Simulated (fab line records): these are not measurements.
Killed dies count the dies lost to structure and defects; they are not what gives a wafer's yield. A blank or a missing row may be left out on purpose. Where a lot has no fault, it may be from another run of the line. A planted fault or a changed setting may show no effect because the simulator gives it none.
Problem report in the 8D (eight disciplines) form, filled by code | flow nand harc | the parts of the form that need people (team, actions taken, sign-off) are left out

== 1. WHAT IS WRONG ==
A mean of 139 is read at NHARC_END_SORT_01 for killed dies, taken on 1 wafer of 1 lot, against 62 (standard deviation 15) on wafers free of any fault. That is +5.1 standard deviations from the usual mean.
Earliest sighting: wafer L882.2 on prober-01 at day 28 18:43. The record holds 1 wafer of 1 lot with a number at this step. By rule, "out" or "out of limits" means more than 4 standard deviations away from the usual mean. The rest of the wafers with a number are treated as sound.

== 2. WHAT IT IS, WHAT IT ISN'T ==
question                    | is                           | is not
which readings at this step | killed dies, killed at array | killed at other, killed short
which lots                  | L882                         | -
which wafers of those lots  | all that have a number       | -
read on which gauges        | prober-01                    | -
when                        | from day 28 18:43            | up to then (0 sound wafers)

== 3. SUSPECTS, AND WHAT RULES EACH OUT ==
Counting: a tool at any process step up to the reading remains a suspect when it ran all the lots that are out and ran no sound lot after the first of those.
- the gauge at NHARC_END_SORT_01: kept. All the wafers that are out were read on prober-01, and no step on other tools shows them out.
- pvd sputter-02 at NHARC_A_M1_DEGAS_29 (time 60 s): kept. It ran the lot that is out, L882 (day 27 02:40), and no sound lot after that.
- pvd sputter-02 at NHARC_A_M1_PRE_CLEAN_30 (time 30 s): kept. It ran the lot that is out, L882 (day 27 02:54), and no sound lot after that. NHARC_A_M1_PRE_CLEAN_30 gives no start for some lots, so the hours and the order of its lots are those of NHARC_A_M1_PVD_21.
- pvd sputter-02 at NHARC_A_M1_PVD_21 (deposits Cu, target thk 30 nm, time 20.49 s): kept. It ran the lot that is out, L882 (day 27 02:54), and no sound lot after that.
- cmp-04 at NHARC_A_M1_CMP_23 (polishes, t overpolish 20 s, target thk 154.34 nm): kept. It ran the lot that is out, L882 (day 27 05:41), and no sound lot after that.
- cmp-03 at NHARC_A_BONDPAD_CMP_29 (polishes SiCN, target thk 200 nm): kept. It ran the lot that is out, L882 (day 27 17:41), and no sound lot after that.
- rie diel-09 at NHARC_A_BONDPAD_ETCH_34 (etches the open film in N2/H2, target depth 60 nm, overetch 18 nm, time 65.91 s): kept. It ran the lot that is out, L882 (day 27 18:38), and no sound lot after that.
Left after counting: pvd sputter-02 at NHARC_A_M1_DEGAS_29, pvd sputter-02 at NHARC_A_M1_PRE_CLEAN_30, pvd sputter-02 at NHARC_A_M1_PVD_21, cmp-04 at NHARC_A_M1_CMP_23, cmp-03 at NHARC_A_BONDPAD_CMP_29, rie diel-09 at NHARC_A_BONDPAD_ETCH_34, prober-01 at NHARC_END_SORT_01.

== 4. THE CAUSE (what the simulator had put in) ==
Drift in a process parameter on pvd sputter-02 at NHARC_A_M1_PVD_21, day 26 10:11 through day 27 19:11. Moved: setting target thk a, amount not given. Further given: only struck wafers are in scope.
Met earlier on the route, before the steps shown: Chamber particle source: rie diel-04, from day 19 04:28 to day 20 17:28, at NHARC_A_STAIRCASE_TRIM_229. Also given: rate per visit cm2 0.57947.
7 suspects survive the count, and this tool is in that group.

== 5. SEQUENCE OF EFFECTS, ordered by route ==
Each row: a reading where the mean over the struck wafers with a number is more than 3 standard deviations away from the usual. Readings are gone through only where the record gives a usual standard deviation; hours: the median, over the lots, of the time from a lot's start at the first step in this table giving one to that lot's start at this step; sigmas: the change measured in usual standard deviations.
hours | step              | reading         | usual | on struck wafers | change | sigmas
0     | NHARC_END_SORT_01 | killed at array | 58    | 128              | +70    | +4.7
0     | NHARC_END_SORT_01 | killed dies     | 62    | 139              | +77    | +5.1

== 6. HOW IT WOULD HAVE BEEN CAUGHT EARLIER ==
In this record the first reading out of limits at a measuring or inspecting step was taken at day 28 18:43, 57 hours after the fault began at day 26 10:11.
Tool readings at NHARC_A_M1_PVD_21 with a usual standard deviation given in the record: none out on any struck wafer, hence no alarm at a limit of 4 standard deviations on them.
By day 28 18:43, every lot that is out (1) had started NHARC_A_M1_PVD_21 on pvd sputter-02. Had the tool been put on hold then, not one of them would have been saved.
